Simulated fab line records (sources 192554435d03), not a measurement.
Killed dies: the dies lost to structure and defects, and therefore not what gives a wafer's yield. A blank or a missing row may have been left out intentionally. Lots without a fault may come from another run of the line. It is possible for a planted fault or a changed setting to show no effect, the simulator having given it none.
Problem report, 8D (eight disciplines) form, completed by code | flow n5 finfet | the parts of the form that need people (team, actions taken, sign-off) are left out

## 1. PROBLEM STATEMENT
Mean of trench depth nm at N5_STI_FIN_REVEAL_FIN_H_MEAS_10: 55.0 nm across 3 wafers in 3 lots; on wafers with no fault it is 52.0 nm (standard deviation 0.71). Relative to the usual mean, that is a shift of +4.3 standard deviations.
The first sign was on wafer L896.5 at day 4 05:45, on ocd-01. The record has a number at this step for 34 wafers belonging to 12 lots. Rule for "out" (also "out of limits"): further than 4 standard deviations from the usual mean. The other wafers with a number count as sound.

## 2. WHAT IT IS; WHAT IT IS NOT
question                    | is                     | is not
which readings at this step | trench depth nm        | -
which lots                  | L896, L897, L899       | L889, L890, L891, L892, L893, L898, L900, L907, L908
which wafers of those lots  | L896.5, L897.6, L899.4 | L897.4, L897.5, L899.1, L899.6
read on which gauges        | ocd-01, ocd-02         | -
when                        | from day 4 05:45       | up to then (15 sound wafers); but 16 sound wafers of L897, L898, L899, L900, L907, L908 came after

## 3. WHAT RULES OUT EACH SUSPECT
Counting: a tool at a process step up to the reading stays a suspect if it ran every lot that is out. Sound lots after the first of them don't rule it out here, since some wafers of a struck lot are sound.
- the gauge at N5_STI_FIN_REVEAL_FIN_H_MEAS_10 has been ruled out. Those wafers that are out were read across 2 gauges (ocd-01, ocd-02).
- vapor etch-02 at N5_STI_FIN_REVEAL_RECESS_09 (chemistry HF/NH3, target SiO2, afs cycles 11, target depth 42.5 nm, sublimation time 60 s): kept. It ran every lot that is out, first L896 (day 4 04:06); its last sound lot up to then is L893 (day 3 14:11). Its own readings are out on those wafers: temp c.
- At N5_STI_FIN_REVEAL_RECESS_09 on vapor etch-02, chamber 0 took the sound wafers of the same lots and chamber 1 took the wafers that are out.
After counting, what remains is vapor etch-02 at N5_STI_FIN_REVEAL_RECESS_09.

## 4. THE CAUSE (what the simulator had put in)
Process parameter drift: vapor etch-02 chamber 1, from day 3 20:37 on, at N5_STI_FIN_REVEAL_RECESS_09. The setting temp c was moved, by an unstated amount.
Only this tool survived the counting.

## 5. THE CHAIN OF EFFECTS, in route order
One row per reading whose mean, taken over the struck wafers that have a number, lies over 3 standard deviations from the usual. Scope: only readings with a usual standard deviation given in the record; hours: median across lots of the time from each lot's start at the first step in this table that gives one to its start at this step; sigmas: change in usual standard deviations.
hours | step                            | reading         | usual   | on struck wafers | change | sigmas
0     | N5_STI_FIN_REVEAL_RECESS_09     | temp c          | 30.00 C | 27.59            | -2.41  | -22
2     | N5_STI_FIN_REVEAL_FIN_H_MEAS_10 | trench depth nm | 52.0 nm | 55.0             | +3.0   | +4.3
It contains these process steps:
- N5_STI_FIN_REVEAL_RECESS_09: chemistry HF/NH3, target SiO2, afs cycles 11, target depth 42.5 nm, sublimation time 60 s.

## 6. HOW IT WOULD HAVE BEEN CAUGHT EARLIER
In this record the first reading out of limits at a measuring or inspecting step was taken at day 4 05:45, 9 hours after the fault began at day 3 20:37.
Tool's own readings at N5_STI_FIN_REVEAL_RECESS_09, temp c: out on all struck wafers the step has rows for; an alarm limit on them would have tripped on the first.
Lots out: 3; of these, L897, L899 started N5_STI_FIN_REVEAL_RECESS_09 on vapor etch-02 after day 4 05:45. A hold on the tool at that time would have spared those 2.
